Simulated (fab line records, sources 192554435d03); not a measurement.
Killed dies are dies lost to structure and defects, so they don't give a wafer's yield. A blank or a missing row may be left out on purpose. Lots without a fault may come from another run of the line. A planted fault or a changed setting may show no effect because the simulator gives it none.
Which tool did it? | flow n5_finfet | 20 lots, 60 wafers sampled, at 4 steps of a route of 1938

WHAT THE GAUGES READ, wafer by wafer
N5_DUMMY_GATE_OVL_MEAS_16. Usual: GATE_OVL 0.0 nm, standard deviation 0.59.
lot  | measured    | on         | GATE_OVL (nm)  | flag
L074 | day 3 04:10 | overlay-01 | 1.0 0.4 -0.1   |
L075 | day 3 08:12 | overlay-02 | 0.1 0.3 0.7    |
L076 | day 3 10:56 | overlay-02 | -0.5 -0.5 -1.3 |
L077 | day 3 16:59 | overlay-02 | -0.9 0.0 -0.3  |
L078 | day 3 23:25 | overlay-01 | -0.1 0.2 -0.5  |
L081 | day 4 15:40 | overlay-02 | 0.8 0.6 -0.6   |
L082 | day 5 03:34 | overlay-02 | 0.0 0.4 0.7    |
L083 | day 5 03:37 | overlay-01 | -0.3 -0.2 0.2  |
L084 | day 5 11:24 | overlay-02 | 0.1 0.5 -0.4   |
L085 | day 5 17:49 | overlay-02 | -0.5 -0.1 -0.4 |
L086 | day 5 22:55 | overlay-01 | -0.6 -0.1 0.2  |
L087 | day 6 04:50 | overlay-02 | -0.7 -0.5 -0.6 |
L088 | day 6 15:56 | overlay-02 | -0.2 0.7 0.5   |
L090 | day 7 00:20 | overlay-02 | -0.3 1.2 0.6   |
L091 | day 7 05:10 | overlay-02 | -0.3 0.0 0.4   |
L092 | day 7 10:37 | overlay-02 | 0.2 0.4 0.3    |
L093 | day 7 18:25 | overlay-01 | 1.0 0.0 0.8    |
L094 | day 7 23:20 | overlay-02 | -1.1 -0.3 0.2  |
L095 | day 8 12:07 | overlay-01 | 0.7 -0.1 0.4   |
L097 | day 8 19:56 | overlay-01 | 0.5 0.0 -0.8   |

WHICH TOOL RAN EACH LOT (tool, then ch and the chambers of the sampled wafers, then the start)
lot  | N5_FIN_CUT_DESCUM_13              | N5_FIN_CUT_ETCH_20                | N5_FIN_CUT_STRIP_24
L074 | rie_diel-03 ch 2,3, day 2 05:43   | rie_diel-03 ch 2,3, day 2 05:46   | rie_diel-03 ch 2,3, day 2 06:08
L075 | rie_diel-04 ch 0,1, day 2 11:11   | rie_diel-04 ch 0,1, day 2 11:14   | rie_diel-04 ch 0,1, day 2 11:36
L076 | rie_diel-04 ch 1,3, day 2 15:48   | rie_diel-04 ch 1,3, day 2 15:52   | rie_diel-04 ch 1,3, day 2 16:13
L077 | rie_diel-01 ch 1,3, day 2 21:46   | rie_diel-01 ch 1,3, day 2 21:49   | rie_diel-01 ch 1,3, day 2 22:11
L078 | rie_diel-01 ch 1,2,3, day 3 03:00 | rie_diel-01 ch 1,2,3, day 3 03:04 | rie_diel-01 ch 1,2,3, day 3 03:25
L081 | rie_diel-04 ch 2,3, day 3 20:41   | rie_diel-04 ch 2,3, day 3 20:44   | rie_diel-04 ch 2,3, day 3 21:06
L082 | rie_diel-01 ch 0,3, day 4 03:22   | rie_diel-01 ch 0,3, day 4 03:26   | rie_diel-01 ch 0,3, day 4 03:47
L083 | rie_diel-03 ch 1,2, day 4 09:10   | rie_diel-03 ch 1,2, day 4 09:13   | rie_diel-03 ch 1,2, day 4 09:34
L084 | rie_diel-04 ch 1,2,3, day 4 14:47 | rie_diel-04 ch 1,2,3, day 4 14:50 | rie_diel-04 ch 1,2,3, day 4 15:12
L085 | rie_diel-03 ch 0,1,2, day 4 22:38 | rie_diel-03 ch 0,1,2, day 4 22:41 | rie_diel-03 ch 0,1,2, day 4 23:03
L086 | rie_diel-04 ch 1,3, day 5 04:35   | rie_diel-04 ch 1,3, day 5 04:38   | rie_diel-04 ch 1,3, day 5 04:59
L087 | rie_diel-04 ch 0,1,2, day 5 09:43 | rie_diel-04 ch 0,1,2, day 5 09:46 | rie_diel-04 ch 0,1,2, day 5 10:08
L088 | rie_diel-01 ch 0,1,3, day 5 21:16 | rie_diel-01 ch 0,1,3, day 5 21:19 | rie_diel-01 ch 0,1,3, day 5 21:41
L090 | rie_diel-04 ch 0,1, day 6 04:51   | rie_diel-04 ch 0,1, day 6 04:55   | rie_diel-04 ch 0,1, day 6 05:16
L091 | rie_diel-04 ch 0,1,3, day 6 10:54 | rie_diel-04 ch 0,1,3, day 6 10:57 | rie_diel-04 ch 0,1,3, day 6 11:19
L092 | rie_diel-03 ch 0,1,2, day 6 15:17 | rie_diel-03 ch 0,1,2, day 6 15:20 | rie_diel-03 ch 0,1,2, day 6 15:42
L093 | rie_diel-03 ch 0,1,3, day 6 22:59 | rie_diel-03 ch 0,1,3, day 6 23:02 | rie_diel-03 ch 0,1,3, day 6 23:24
L094 | rie_diel-04 ch 0,2,3, day 7 04:37 | rie_diel-04 ch 0,2,3, day 7 04:41 | rie_diel-04 ch 0,2,3, day 7 05:02
L095 | rie_diel-01 ch 0,2,3, day 7 12:57 | rie_diel-01 ch 0,2,3, day 7 13:00 | rie_diel-01 ch 0,2,3, day 7 13:22
L097 | rie_diel-01 ch 2,3, day 8 00:13   | rie_diel-01 ch 2,3, day 8 00:17   | rie_diel-01 ch 2,3, day 8 00:38
- N5_FIN_CUT_DESCUM_13: chemistry O2, time 7 s.
- N5_FIN_CUT_ETCH_20: etches SiARC in CF4, target depth 26 nm, time 43.3 s.
- N5_FIN_CUT_STRIP_24: strips in CF4.

WHAT THE TOOLS THEMSELVES READ (means of the sampled wafers that have a number; where no wafer has one, the mark that the record gives instead)
N5_FIN_CUT_DESCUM_13. Usual: drypump_motor_current_A 5.8 A, standard deviation 0.71; oes_product_au 0.80 a.u., standard deviation 0.071; rf_vpp_V 243.1 V, standard deviation 1.2; showerhead_plenum_p_Torr 2.09 Torr, standard deviation 0.06; throttle_valve_pct 20.30 %, standard deviation 0.19.
lot  | tool        | drypump_motor_current_A (A) | oes_product_au (a.u.) | rf_vpp_V (V) | showerhead_plenum_p_Torr (Torr) | throttle_valve_pct (%) | flag
L074 | rie_diel-03 | 6.5                         | 0.77                  | 242.7        | 2.05                            | 20.30                  |
L075 | rie_diel-04 | 4.9                         | 0.78                  | 244.5        | 2.20                            | 20.25                  |
L076 | rie_diel-04 | 5.4                         | 0.83                  | 243.9        | 2.15                            | 20.24                  |
L077 | rie_diel-01 | 6.0                         | 0.90                  | 242.7        | 2.04                            | 20.31                  |
L078 | rie_diel-01 | 5.5                         | 0.80                  | 242.2        | 2.05                            | 20.20                  |
L081 | rie_diel-04 | 6.6                         | 0.77                  | 242.3        | 2.07                            | 20.52                  |
L082 | rie_diel-01 | 6.1                         | 0.90                  | 242.4        | 2.08                            | 20.36                  |
L083 | rie_diel-03 | 6.2                         | 0.83                  | 241.9        | 2.06                            | 20.32                  |
L084 | rie_diel-04 | 6.0                         | 0.79                  | 243.1        | 2.11                            | 20.39                  |
L085 | rie_diel-03 | 6.1                         | 0.84                  | 243.4        | 2.09                            | 20.19                  |
L086 | rie_diel-04 | 5.4                         | 0.80                  | 243.4        | 2.14                            | 20.26                  |
L087 | rie_diel-04 | 5.5                         | 0.74                  | 243.9        | 2.15                            | 20.42                  |
L088 | rie_diel-01 | 5.6                         | 0.81                  | 242.8        | 2.06                            | 20.39                  |
L090 | rie_diel-04 | 4.9                         | 0.75                  | 244.0        | 2.19                            | 20.31                  |
L091 | rie_diel-04 | 5.6                         | 0.78                  | 243.9        | 2.14                            | 20.30                  |
L092 | rie_diel-03 | 6.1                         | 0.82                  | 243.7        | 2.09                            | 20.20                  |
L093 | rie_diel-03 | 6.1                         | 0.82                  | 243.2        | 2.10                            | 20.11                  |
L094 | rie_diel-04 | 6.2                         | 0.84                  | 242.9        | 2.10                            | 20.28                  |
L095 | rie_diel-01 | 5.7                         | 0.81                  | 243.2        | 2.08                            | 20.29                  |
L097 | rie_diel-01 | 6.0                         | 0.83                  | 242.8        | 2.06                            | 20.23                  |

N5_FIN_CUT_ETCH_20. Usual: drypump_motor_current_A 5.8 A, standard deviation 0.71; etch_rf_on_time_s 43.8 s, standard deviation 1.1; mfc_ar_sccm 100.02 sccm, standard deviation 0.28; oes_product_au 0.68 a.u., standard deviation 0.063; rf_vpp_V 184.0 V, standard deviation 1; showerhead_plenum_p_Torr 2.14 Torr, standard deviation 0.055; throttle_valve_pct 15.49 %, standard deviation 0.16.
lot  | tool        | drypump_motor_current_A (A) | etch_rf_on_time_s (s) | mfc_ar_sccm (sccm) | oes_product_au (a.u.) | rf_vpp_V (V) | showerhead_plenum_p_Torr (Torr) | throttle_valve_pct (%) | flag
L074 | rie_diel-03 | 6.5                         | 42.6                  | 99.69              | 0.66                  | 183.5        | 2.11                            | 15.59                  |
L075 | rie_diel-04 | 4.9                         | 42.8                  | 100.28             | 0.66                  | 184.8        | 2.22                            | 15.38                  |
L076 | rie_diel-04 | 5.4                         | 42.8                  | 99.96              | 0.70                  | 185.2        | 2.19                            | 15.39                  |
L077 | rie_diel-01 | 5.9                         | 44.5                  | 100.13             | 0.76                  | 183.3        | 2.10                            | 15.50                  |
L078 | rie_diel-01 | 5.5                         | 44.4                  | 99.59              | 0.69                  | 183.3        | 2.11                            | 15.46                  |
L081 | rie_diel-04 | 6.6                         | 44.5                  | 99.94              | 0.64                  | 183.8        | 2.10                            | 15.57                  |
L082 | rie_diel-01 | 6.1                         | 43.9                  | 99.94              | 0.76                  | 183.8        | 2.14                            | 15.54                  |
L083 | rie_diel-03 | 6.2                         | 42.7                  | 99.84              | 0.71                  | 183.4        | 2.10                            | 15.46                  |
L084 | rie_diel-04 | 6.0                         | 43.7                  | 100.03             | 0.67                  | 183.7        | 2.15                            | 15.50                  |
L085 | rie_diel-03 | 6.1                         | 43.6                  | 100.04             | 0.71                  | 183.1        | 2.13                            | 15.35                  |
L086 | rie_diel-04 | 5.4                         | 43.3                  | 100.08             | 0.69                  | 184.6        | 2.19                            | 15.41                  |
L087 | rie_diel-04 | 5.5                         | 44.3                  | 100.04             | 0.63                  | 183.9        | 2.18                            | 15.51                  |
L088 | rie_diel-01 | 5.6                         | 44.1                  | 100.14             | 0.69                  | 183.2        | 2.11                            | 15.61                  |
L090 | rie_diel-04 | 4.9                         | 43.2                  | 100.07             | 0.64                  | 184.7        | 2.21                            | 15.44                  |
L091 | rie_diel-04 | 5.6                         | 44.1                  | 99.75              | 0.67                  | 184.3        | 2.17                            | 15.46                  |
L092 | rie_diel-03 | 6.1                         | 43.7                  | 100.23             | 0.70                  | 184.0        | 2.13                            | 15.37                  |
L093 | rie_diel-03 | 6.0                         | 43.8                  | 99.71              | 0.69                  | 184.3        | 2.15                            | 15.36                  |
L094 | rie_diel-04 | 6.2                         | 43.9                  | 99.90              | 0.71                  | 184.0        | 2.13                            | 15.38                  |
L095 | rie_diel-01 | 5.7                         | 43.9                  | 100.24             | 0.68                  | 183.8        | 2.14                            | 15.54                  |
L097 | rie_diel-01 | 6.0                         | 44.0                  | 100.07             | 0.71                  | 183.6        | 2.12                            | 15.47                  |

N5_FIN_CUT_STRIP_24. Usual: drypump_motor_current_A 5.8 A, standard deviation 0.71; oes_product_au 0.79 a.u., standard deviation 0.069; rf_vpp_V 271.1 V, standard deviation 1.3; showerhead_plenum_p_Torr 1.80 Torr, standard deviation 0.045; throttle_valve_pct 13.47 %, standard deviation 0.17.
lot  | tool        | drypump_motor_current_A (A) | oes_product_au (a.u.) | rf_vpp_V (V) | showerhead_plenum_p_Torr (Torr) | throttle_valve_pct (%) | flag
L074 | rie_diel-03 | 6.5                         | 0.76                  | 270.6        | 1.77                            | 13.59                  |
L075 | rie_diel-04 | 4.9                         | 0.76                  | 272.7        | 1.86                            | 13.37                  |
L076 | rie_diel-04 | 5.4                         | 0.81                  | 272.1        | 1.84                            | 13.35                  |
L077 | rie_diel-01 | 5.9                         | 0.89                  | 270.7        | 1.76                            | 13.45                  |
L078 | rie_diel-01 | 5.5                         | 0.81                  | 270.7        | 1.77                            | 13.43                  |
L081 | rie_diel-04 | 6.6                         | 0.76                  | 270.6        | 1.76                            | 13.57                  |
L082 | rie_diel-01 | 6.1                         | 0.88                  | 270.9        | 1.80                            | 13.48                  |
L083 | rie_diel-03 | 6.2                         | 0.82                  | 269.8        | 1.76                            | 13.43                  |
L084 | rie_diel-04 | 6.0                         | 0.77                  | 271.5        | 1.79                            | 13.47                  |
L085 | rie_diel-03 | 6.1                         | 0.83                  | 271.0        | 1.79                            | 13.32                  |
L086 | rie_diel-04 | 5.4                         | 0.79                  | 271.6        | 1.83                            | 13.39                  |
L087 | rie_diel-04 | 5.5                         | 0.72                  | 272.3        | 1.82                            | 13.51                  |
L088 | rie_diel-01 | 5.6                         | 0.80                  | 270.1        | 1.77                            | 13.58                  |
L090 | rie_diel-04 | 4.9                         | 0.74                  | 272.4        | 1.85                            | 13.43                  |
L091 | rie_diel-04 | 5.6                         | 0.77                  | 271.6        | 1.82                            | 13.45                  |
L092 | rie_diel-03 | 6.1                         | 0.81                  | 270.4        | 1.78                            | 13.37                  |
L093 | rie_diel-03 | 6.0                         | 0.80                  | 271.4        | 1.80                            | 13.36                  |
L094 | rie_diel-04 | 6.2                         | 0.83                  | 271.1        | 1.79                            | 13.37                  |
L095 | rie_diel-01 | 5.7                         | 0.79                  | 270.8        | 1.80                            | 13.50                  |
L097 | rie_diel-01 | 6.0                         | 0.82                  | 270.8        | 1.78                            | 13.43                  |

THE ANSWER, worked out from the rows above alone
Rule: a lot is off if the mean of its wafers that have a number lies more than 3 standard deviations from the usual mean. A lot without any number at a reading at which 4 lots or more have one is off too. The other lots that the step has rows for count as sound. The gauges are gone through in route order, then the tools' own readings, and for those a lot's mean is taken as printed above. The first step at which some lot is off is used, and at that step the reading that is off furthest; a lot without a number counts as furthest.
No lot is off at any reading shown: from this, nothing can be told.

WHAT THE SIMULATOR HAD PUT IN
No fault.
